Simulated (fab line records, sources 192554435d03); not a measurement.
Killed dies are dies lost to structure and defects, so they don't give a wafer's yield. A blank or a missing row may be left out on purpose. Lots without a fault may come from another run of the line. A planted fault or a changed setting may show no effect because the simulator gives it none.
Split-lot experiment | flow n5_finfet | 7 lots, 21 wafers read, on a route of 1938 steps

THE SPLIT
At N5_MOL_CONTACT_COAG_EXPOSE_37 (exposes mask VD, defocus 0 nm), the setting dose_mj was moved away from the recipe's 62 on 5 of the 21 wafers read, by -6.3% to +5.1%. The other wafers ran this setting at the recipe's value.

FROM THE SPLIT TO THE READING: what the file shows between them, 5 steps
- N5_MOL_CONTACT_COAG_PEB_38: peb time 60 s
- N5_MOL_CONTACT_COAG_DEVELOP_39: develop time 30 s
- N5_MOL_CONTACT_COAG_CD_MEAS_40: target cd 25.1 nm
- N5_MOL_CONTACT_COAG_PRECLEAN_138: cleans in alkaline clean, time 60 s
- N5_MOL_CONTACT_COAG_SRD_139: time 30 s

THE READING
cd_nm, in nm, at N5_MOL_CONTACT_COAG_CD_MEAS_101 (target cd 16 nm). Fault-free wafers of this fab line usually give 16.0 nm, standard deviation 0.33 nm.

wafer  | tool, chamber at the split | dose_mj as run | against the recipe | cd_nm, nm | against lot-mates on the recipe
L076.1 | euv_scanner-01, 0          | 62             | recipe             | 16.4      | -
L076.2 | euv_scanner-01, 0          | 62             | recipe             | 15.6      | -
L076.5 | euv_scanner-01, 0          | 62             | recipe             | 15.7      | -
L075.1 | euv_scanner-02, 0          | 59.8           | -3.5%              | 15.2      | -0.9
L075.2 | euv_scanner-02, 0          | 59.8           | -3.5%              | 15.2      | -0.9
L075.4 | euv_scanner-02, 0          | 62             | recipe             | 16.1      | -
L079.3 | euv_scanner-02, 0          | 58.12          | -6.3%              | 14.9      | -1.1
L079.4 | euv_scanner-02, 0          | 58.12          | -6.3%              | 14.5      | -1.5
L079.5 | euv_scanner-02, 0          | 62             | recipe             | 16.0      | -
L080.2 | euv_scanner-01, 0          | 62             | recipe             | 16.1      | -
L080.3 | euv_scanner-01, 0          | 62             | recipe             | 15.8      | -
L080.5 | euv_scanner-01, 0          | 65.16          | +5.1%              | 17.2      | +1.2
L089.2 | euv_scanner-02, 0          | 62             | recipe             | 15.8      | -
L089.3 | euv_scanner-02, 0          | 62             | recipe             | 16.0      | -
L089.6 | euv_scanner-02, 0          | 62             | recipe             | 16.0      | -
L092.1 | euv_scanner-02, 0          | 62             | recipe             | 16.3      | -
L092.3 | euv_scanner-02, 0          | 62             | recipe             | 16.3      | -
L092.4 | euv_scanner-02, 0          | 62             | recipe             | 16.4      | -
L097.2 | euv_scanner-01, 0          | 62             | recipe             | 16.1      | -
L097.5 | euv_scanner-01, 0          | 62             | recipe             | 16.2      | -
L097.6 | euv_scanner-01, 0          | 62             | recipe             | 15.6      | -

THE FIT
A straight line over all 21 wafers: cd_nm changes by +0.22 nm for each +1% of dose_mj; r = +0.91; the points scatter about the line by 0.25 nm.
The same after taking each lot's own level away (the mean of its wafers on the recipe; 21 wafers): +0.225 nm for each +1%; r = +0.94; scatter 0.21 nm.
On that fit, the largest move of dose_mj shifts the reading by 1.4 nm.
The lots' own levels span 15.90 to 16.33 nm, that is 1.3 times the standard deviation above.
So the lot-to-lot level changes the slope little: the two slopes agree.
Check: with one of the wafers moved furthest among these (-6.3%) left out of the fit, the line predicts -1.53 nm for it against its lot-mates. It came out at -1.1 nm against them.

OTHER SPLITS ON THESE WAFERS
These wafers also went through other splits before the reading. Each is held against what the fit with the lots' levels taken away leaves over:
other split on the same wafers        | wafers away from the commonest value | r with cd_nm (lot level and that fit taken away)
N5_SDB_COAT_03 spin_rpm               | 4                                    | +0.00
N5_HKMG_FIN_COAT_42 spin_rpm          | 6                                    | -0.40
N5_HKMG_FIN_COAT_43 spin_rpm          | 8                                    | +0.05
N5_GATE_CUT_ETCH_56 icp_w             | 3                                    | +0.06
N5_MOL_CONTACT_COAG_COAT_104 spin_rpm | 6                                    | +0.03
N5_MOL_CONTACT_COAG_COAT_58 spin_rpm  | 5                                    | +0.19

THE WHOLE CHAIN: every reading that the file lists as answering this split, in the file's order
step                            | what it does      | reading | change (the file's fit)               | r (the file's)
N5_MOL_CONTACT_COAG_CD_MEAS_40  | target cd 25.1 nm | cd_nm   | +0.222 nm for each +1% of the setting | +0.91
N5_MOL_CONTACT_COAG_CD_MEAS_101 | target cd 16 nm   | cd_nm   | +0.224 nm for each +1% of the setting | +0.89

THE FILE'S OWN FIT
cd_nm changes by +0.224 nm for each +1% of dose_mj, r = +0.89.
